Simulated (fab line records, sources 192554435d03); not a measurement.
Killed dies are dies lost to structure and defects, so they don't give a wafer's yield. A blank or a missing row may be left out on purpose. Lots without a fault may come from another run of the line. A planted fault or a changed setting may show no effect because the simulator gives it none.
A struck lot beside a sound one | flow n5_finfet | 36 steps out of a route of 1938
Sound: wafers L441.3, L441.4, L441.5. Struck: wafer L448.3. (L448.1, L448.5 of the same lot were not struck and are left out.) The cause comes at the end.
At each step with rows: each side's tool, then ch and its chambers, then its first start. Under that, the readings that differ: sound wafers | struck wafers | difference of the means | sigmas: that difference in standard deviations of wafers without a fault.
alike: readings whose means differ by less than 2 such deviations, and words and numbers that are the same on both sides. not compared: withheld readings, readings that some wafer has no value for, bounds like >300 that may hide the same value, and numbers for which the record gives no deviation and whose values overlap.
The two part at a step that has a row with sigmas, a row that says differs or no value, or rows on one side only. Numbers that don't overlap but have no deviation are shown without sigmas and don't part them. A reading that every wafer of one side lacks parts them only if that side has two wafers or more.

first, 8 steps without rows for these wafers: N5_BEOL_M3_ECD_50 (material Cu, target thk 300 nm); N5_BEOL_M3_ANNEAL_51 (time 90 s); N5_BEOL_M3_CMP_52 (polishes, stops on SiOC, t overpolish 6.8 s, target thk 40 nm); N5_BEOL_M3_PRE_CLEAN_60 (time 15 s); N5_BEOL_M3_CO_CAP_55 (material Co, precursor CCTBA/H2, target thk 2 nm, time 102.1 s); N5_BEOL_M3_PRE_CLEAN_56 (time 15 s); N5_BEOL_M3_DEP_57 (deposits SiCN from 3MS/NH3, target thk 8 nm, time 14 s); N5_BEOL_M4_ILD_DEP_00 (deposits SiOC from DEMS/O2, target thk 79 nm, time 15.3 s).
N5_BEOL_M4_PECVD_72: deposits SiO2 from TEOS/O2, target thk 16 nm, time 18 s.
  sound on pecvd-04 ch 0,1,2, day 9 21:49; struck on pecvd-04 ch 0, day 11 02:55
  reading                                    | sound                | struck | difference | sigmas
  susceptor_temp_C (C)                       | 399.89 399.90 400.08 | 403.69 | +3.73      | +15
  model.SiO2_of_BEOL_M4_PECVD_72.thk_nm (nm) | 15.8 15.8 16.2       | 15.4   | -0.5       |
  alike: heater_power_w, showerhead_plenum_p_Torr, throttle_valve_pct
then, 25 steps without rows for these wafers: N5_BEOL_M4_HM_DEP_02 (deposits TiN, target thk 20 nm); N5_BEOL_M4_COAT_61 (time 60 s, resist thk 60 nm); N5_BEOL_M4_COAT_62 (time 60 s, resist thk 12 nm); N5_BEOL_M4_COAT_73 (time 60 s, resist thk 5 nm); N5_BEOL_M4_COAT_05 (resist thk 30 nm); N5_BEOL_M4_EBR_07; N5_BEOL_M4_SOFTBAKE_06 (time 60 s); N5_BEOL_M4_EXPOSE_08 (exposes mask M4); N5_BEOL_M4_PEB_09 (peb time 60 s); N5_BEOL_M4_DEVELOP_10 (develop time 30 s); N5_BEOL_M4_DESCUM_16 (chemistry O2, time 7 s); N5_BEOL_M4_ETCH_74 (etches underlayer in N2/H2, target depth 6.5 nm, time 5.2 s); N5_BEOL_M4_ETCH_63 (etches SiARC in CF4, target depth 15.6 nm, time 26 s); N5_BEOL_M4_ETCH_64 (etches SOC in N2/H2, target depth 75 nm, overetch 22.5 nm, time 121.9 s); N5_BEOL_M4_STRIP_65 (strips in N2/H2); N5_BEOL_M4_STRIP_75 (strips in N2/H2); N5_BEOL_M4_STRIP_66 (strips in CF4); N5_BEOL_M4_HM_OPEN_17 (chemistry Cl2/BCl3, target TiN, target depth 20 nm, overetch 6 nm); N5_BEOL_M4_STRIP_19 (strips in O2); N5_BEOL_M4_COAT_67 (time 60 s, resist thk 60 nm); N5_BEOL_M4_COAT_68 (time 60 s, resist thk 12 nm); N5_BEOL_M4_COAT_76 (time 60 s, resist thk 5 nm); N5_BEOL_M4_COAT_22 (resist thk 30 nm); N5_BEOL_M4_EBR_24; N5_BEOL_M4_SOFTBAKE_23 (time 60 s).
N5_BEOL_M4_HM_STRIP_39: strips TiN in peroxide tin strip, target depth 25 nm, time 158 s.
  sound on wet_bench-02 ch 1,2,3, day 10 10:50; struck on wet_bench-05 ch 3, day 11 13:37
  reading                                    | sound        | struck | difference | sigmas
  model.SiO2_of_BEOL_M4_PECVD_72.thk_nm (nm) | 15.8 15.8 16 | 15.2   | -0.7       |
N5_BEOL_M4_RC_MEAS_101:
  sound on prober-01 ch 0, day 10 16:52; struck on prober-02 ch 0, day 11 17:24
  reading        | sound          | struck | difference | sigmas
  IOFF_N (nA/um) | 0.13 0.11 0.11 | 0.22   | +0.10      | +2
  SS_N (mV/dec)  | 71.3 70.7 70.8 | 72.6   | +1.7       | +2
  VT_N (mV)      | 254 253 253    | 245    | -8         | -2
  alike: DIBL_N, DIBL_P, IOFF_P, ION_N, ION_P, SS_P, VT_P

WHERE THEY PART
First at N5_BEOL_M4_PECVD_72; last, within this record, at N5_BEOL_M4_RC_MEAS_101.

WHY: what the simulator had put in
Process parameter drift: pecvd-04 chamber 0, from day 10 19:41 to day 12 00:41, at N5_BEOL_M4_PECVD_72. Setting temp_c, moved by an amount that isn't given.
